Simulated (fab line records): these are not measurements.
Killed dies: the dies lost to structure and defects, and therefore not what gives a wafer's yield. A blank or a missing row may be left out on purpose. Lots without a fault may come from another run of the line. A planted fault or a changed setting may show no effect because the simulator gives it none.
Struck lot and sound lot, side by side | flow n5_finfet | 35 out of 1938 route steps
Sound: these wafers, L338.1, L338.4, L338.5. Struck: wafer L354.2 (L354.1, L354.3, from the same lot, were not struck and are left out); the cause is given at the end.
Per side, at each step with rows, come the tool, then ch with its chambers, and then its first start. Under that, the readings that differ: sound wafers | struck wafers | difference of the means | sigmas: that difference in standard deviations of wafers without a fault.
alike: readings whose means differ by less than 2 such deviations, and words and numbers that are the same on both sides. not compared: withheld readings, readings that some wafer has no value for, bounds like >300 that may hide the same value, and numbers for which the record gives no deviation and whose values overlap.
A row with sigmas, a row that says differs or no value, or rows on one side alone: a step with any of these is where the two part. When numbers do not overlap yet have no deviation, they are printed without sigmas and do not part them. Lack of a reading on every wafer of one side parts them only where that side has two or more wafers.

first, 9 steps without rows for these wafers: N5_BEOL_M6_ALD_77 (deposits TaN, target thk 2 nm, pulse time 2 s, purge time 3 s); N5_BEOL_M6_SURFACE_TREAT_79; N5_BEOL_M6_CVD_78 (deposits Co from CCTBA/H2, target thk 2 nm, time 142.3 s); N5_BEOL_M6_SPUTTER_48 (material Cu, target thk 10 nm, time 1.667 s); N5_BEOL_M6_ECD_50 (material Cu, target thk 300 nm); N5_BEOL_M6_ANNEAL_51 (time 90 s); N5_BEOL_M6_CMP_52 (polishes, stops on SiCOH lowk, t overpolish 6.9 s, target thk 80 nm); N5_BEOL_M6_PRE_CLEAN_55 (time 15 s); N5_BEOL_M6_DEP_56 (deposits SiCN from 3MS/NH3, target thk 10 nm, time 17.5 s).
N5_BEOL_M7_ILD_DEP_00: deposits SiCOH lowk from DEMS/porogen, target thk 179.75 nm, time 33.4 s.
  sound on pecvd-01 ch 0,1,2, day 10 19:56; struck on pecvd-03 ch 1, day 15 17:02
  reading                                            | sound                | struck | difference | sigmas
  showerhead_vpp_V (V)                               | 1398 1345 1437       | 1516   | +123       | +2
  susceptor_temp_C (C)                               | 300.14 300.40 300.11 | 295.99 | -4.23      | -22
  model.SiCOH_lowk_of_BEOL_M7_ILD_DEP_00.thk_nm (nm) | 180.6 181.8 181      | 185.6  | +4.5       |
  alike: heater_power_w, rf_fwd_power_W, showerhead_plenum_p_Torr, throttle_valve_pct
then, 24 steps without rows for these wafers: N5_BEOL_M7_CURE_74 (cures SiCOH lowk, time 240 s); N5_BEOL_M7_PECVD_70 (deposits SiO2 from TEOS/O2, target thk 20 nm, time 22.7 s); N5_BEOL_M7_HM_DEP_02 (deposits TiN, target thk 20 nm); N5_BEOL_M7_COAT_59 (time 60 s, resist thk 100 nm); N5_BEOL_M7_COAT_60 (time 60 s, resist thk 35 nm); N5_BEOL_M7_COAT_05 (resist thk 90 nm); N5_BEOL_M7_EBR_07; N5_BEOL_M7_SOFTBAKE_06 (time 60 s); N5_BEOL_M7_EXPOSE_08 (exposes mask M7); N5_BEOL_M7_PEB_09 (peb time 60 s); N5_BEOL_M7_DEVELOP_10 (develop time 30 s); N5_BEOL_M7_DESCUM_16 (chemistry O2, time 7.9 s); N5_BEOL_M7_ETCH_61 (etches SiARC in CF4, target depth 45.5 nm, time 75.8 s); N5_BEOL_M7_ETCH_62 (etches SOC in N2/H2, target depth 110 nm, overetch 22 nm, time 165 s); N5_BEOL_M7_STRIP_68 (strips in N2/H2); N5_BEOL_M7_STRIP_67 (strips in CF4); N5_BEOL_M7_HM_OPEN_17 (chemistry Cl2/BCl3, target TiN, target depth 20 nm, overetch 6 nm); N5_BEOL_M7_STRIP_19 (strips in O2); N5_BEOL_M7_COAT_63 (time 60 s, resist thk 60 nm); N5_BEOL_M7_COAT_64 (time 60 s, resist thk 12 nm); N5_BEOL_M7_COAT_71 (time 60 s, resist thk 5 nm); N5_BEOL_M7_COAT_22 (resist thk 30 nm); N5_BEOL_M7_EBR_24; N5_BEOL_M7_SOFTBAKE_23 (time 60 s).
N5_BEOL_M7_CMP_52: polishes, stops on SiCOH lowk, t overpolish 6.9 s, target thk 80 nm.
  sound on cmp-01 ch 0,2, day 11 04:31; struck on cmp-02 ch 2, day 16 04:00
  reading                                            | sound             | struck | difference | sigmas
  model.SiCOH_lowk_of_BEOL_M7_ILD_DEP_00.thk_nm (nm) | 152.8 153.8 153.2 | 157    | +4         |
  alike: barrier_field_endpoint_s, clearing_platen_down_force_psi, motor_current_A, overpolish_run_s, time_to_endpoint_s

WHERE THEY PART
Only at N5_BEOL_M7_ILD_DEP_00, as far as this record shows. Later steps at which nothing parts them and some readings are alike: N5_BEOL_M7_CMP_52.

WHY: the cause the simulator had injected
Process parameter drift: pecvd-03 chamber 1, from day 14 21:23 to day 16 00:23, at N5_BEOL_M7_ILD_DEP_00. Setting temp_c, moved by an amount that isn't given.
